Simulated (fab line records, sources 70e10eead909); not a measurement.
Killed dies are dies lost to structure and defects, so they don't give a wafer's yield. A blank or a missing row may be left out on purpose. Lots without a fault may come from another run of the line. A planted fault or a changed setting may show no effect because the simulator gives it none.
Chamber matching | flow nand_harc | NHARC_A_STAIRCASE_ETCH_232 on rie_diel-10: 4 sister chambers
The step etches the open film in C4F8/O2, target depth 100 nm, time 40.5 s. 4 wafers are shown with their chamber, then 7 later ones without.

WAFERS WITH THEIR CHAMBER
wafer  | chamber | rf_vpp_V (V)
L479.1 | 3       | 898
L481.5 | 2       | 891
L489.1 | 1       | 903
L489.4 | 0       | 895

WAFERS WITHOUT THEIR CHAMBER
wafer  | rf_vpp_V (V)
L489.5 | 890
L490.1 | 895
L490.3 | 896
L490.4 | 889
L492.4 | 902
L492.5 | 895
L492.6 | 895

WHICH CHAMBER EACH WENT THROUGH
wafer  | from the rows above     | in truth
L489.5 | 2                       | 2
L490.1 | 0                       | 0
L490.3 | can't be placed: 0 or 3 | 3
L490.4 | 2                       | 2
L492.4 | 1                       | 1
L492.5 | 0                       | 0
L492.6 | 0                       | 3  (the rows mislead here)
Placed correctly: 5 of 7. Can't be placed from these rows: 1 (the true chamber is among the candidates in 1). Placed wrongly: 1.
How it was worked out, from the rows above alone: a wafer's distance from a chamber is the root of the sum, over the readings, of the square of ((its reading less the chamber's mean) divided by the reading's scatter). The wafer belongs to the nearest chamber; if the next one is less than 2 further off, it can't be placed. A chamber's mean is the mean of its shown wafers. The scatter: with one shown wafer a chamber, the root of the mean of the squares of how far each hidden wafer lies from its nearest shown one.
